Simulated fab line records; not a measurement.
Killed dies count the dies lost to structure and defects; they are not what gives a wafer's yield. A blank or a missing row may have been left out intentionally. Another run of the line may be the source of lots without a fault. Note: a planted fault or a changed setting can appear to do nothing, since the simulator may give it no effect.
Struck lot and sound lot, side by side | flow n5Finfet | 15 steps out of a route of 1938
Sound: these wafers, L209.1, L209.3, L209.4. Wafers struck: L217.4, L217.6. Last of all comes the cause.
For every step that has rows: the tool of each side, followed by ch and its chambers, followed by its first start. Under that, the readings that differ: sound wafers | struck wafers | difference of the means | sigmas: that difference in standard deviations of wafers without a fault.
alike: readings whose means differ by less than 2 such deviations, and words and numbers that are the same on both sides. not compared: withheld readings, readings that some wafer has no value for, bounds like >300 that may hide the same value, and numbers for which the record gives no deviation and whose values overlap.
Wherever a step has rows on one side only, a row that says differs or no value, or a row with sigmas, the two part there. Numbers that have no deviation but don't overlap get no sigmas and don't part them. Lack of a reading on every wafer of one side parts them only where that side has two or more wafers.

first, 5 steps without rows for these wafers: N5_BEOL_M10_EBR_24; N5_BEOL_M10_SOFTBAKE_23 (time 60 s); N5_BEOL_M10_EXPOSE_25 (exposes mask V9); N5_BEOL_M10_PEB_26 (peb time 60 s); N5_BEOL_M10_DEVELOP_27 (develop time 30 s).
N5_BEOL_M10_CD_MEAS_28: target cd 70 nm.
  sound on cdSem-01 ch 0, day 10 19:10; struck on cdSem-02 ch 0, day 12 20:02
  alike: cdNm
N5_BEOL_M10_OVL_MEAS_29:
  sound on overlay-01 ch 0, day 10 19:11; struck on overlay-02 ch 0, day 12 20:04
  alike: V9_OVL
N5_BEOL_M10_INSPECT_30: inspects for defects (brightfield).
  struck on defectInspect-01, day 12 20:05; sound on defectInspect-02, day 10 19:13
  alike: rawDefectCount
N5_BEOL_M10_DESCUM_33: chemistry O2, time 7.9 s.
  sound on rieDiel-05 ch 0,2,3, day 10 19:15; struck on rieDiel-06 ch 2,3, day 12 20:07
  alike: biasPowerW, drypumpMotorCurrentA, oesProductAu, rfVppV, showerheadPlenumPTorr, throttleValvePct
  not compared: rfHoursCounterH
N5_BEOL_M10_ETCH_65: etches SiARC in CF4, target depth 39 nm, time 65 s.
  sound on rieDiel-05 ch 0,2,3, day 10 19:17; struck on rieDiel-06 ch 2,3, day 12 20:09
  alike: drypumpMotorCurrentA, etchRfOnTimeS, oesProductAu, rfVppV, showerheadPlenumPTorr, throttleValvePct
  not compared: rfHoursCounterH
N5_BEOL_M10_ETCH_66: etches SOC in N2/H2, target depth 120 nm, overetch 24 nm, time 180 s.
  sound on rieDiel-05 ch 0,2,3, day 10 19:20; struck on rieDiel-06 ch 2,3, day 12 20:12
  alike: drypumpMotorCurrentA, n2FlowSccm, oesProductAu, rfVppV, runLengthS, showerheadPlenumPTorr, throttleValvePct
  not compared: rfHoursCounterH
then, 1 step without rows for these wafers: N5_BEOL_M10_STRIP_69 (strips in N2/H2).
N5_BEOL_M10_VIA_ETCH_34: etches SiCOH lowk in C4F6/O2, target depth 184.5 nm, time 69.2 s.
  sound on rieDiel-05 ch 0,2,3, day 10 19:28; struck on rieDiel-06 ch 2,3, day 12 20:19
reading                                  | sound             | struck      | difference | sigmas
runLengthS (s)                           | 92.3 93.1 93.1    | 103.6 103.6 | +10.8      | +22
model.etch.depthNm (nm)                  | 189.8 181.3 181.6 | 211.4 215.1 | +29.0      | 
model.SOC_of_BEOL_M10_COAT_63.thkNm (nm) | 91.2 92 92        | 90.8 90.8   | -0.9       | 
  alike: O2_flow_sccm, drypumpMotorCurrentA, oesProductAu, rfVppV, showerheadPlenumPTorr, throttleValvePct
  not compared: rfHoursCounterH
then, 1 step without rows for these wafers: N5_BEOL_M10_STRIP_73 (strips in C4F6/O2).
-- a jump in the record: the struck wafers' starts before and after are 2 days apart (it breaks off in module BEOL_M10 and resumes in module PASSIVATION, where the first step shown is number 1936 of the route) --
N5_PASSIVATION_PROBE_49:
  the record has rows for the struck wafers here (prober-01, day 14 21:43) and none for the sound ones

## WHERE THEY PART
Last at N5_PASSIVATION_PROBE_49 as far as this record goes, first at N5_BEOL_M10_VIA_ETCH_34.

WHY: what had been put in by the simulator
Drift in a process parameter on rieDiel-06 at N5_BEOL_M10_VIA_ETCH_34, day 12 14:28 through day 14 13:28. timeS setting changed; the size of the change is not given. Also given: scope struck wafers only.
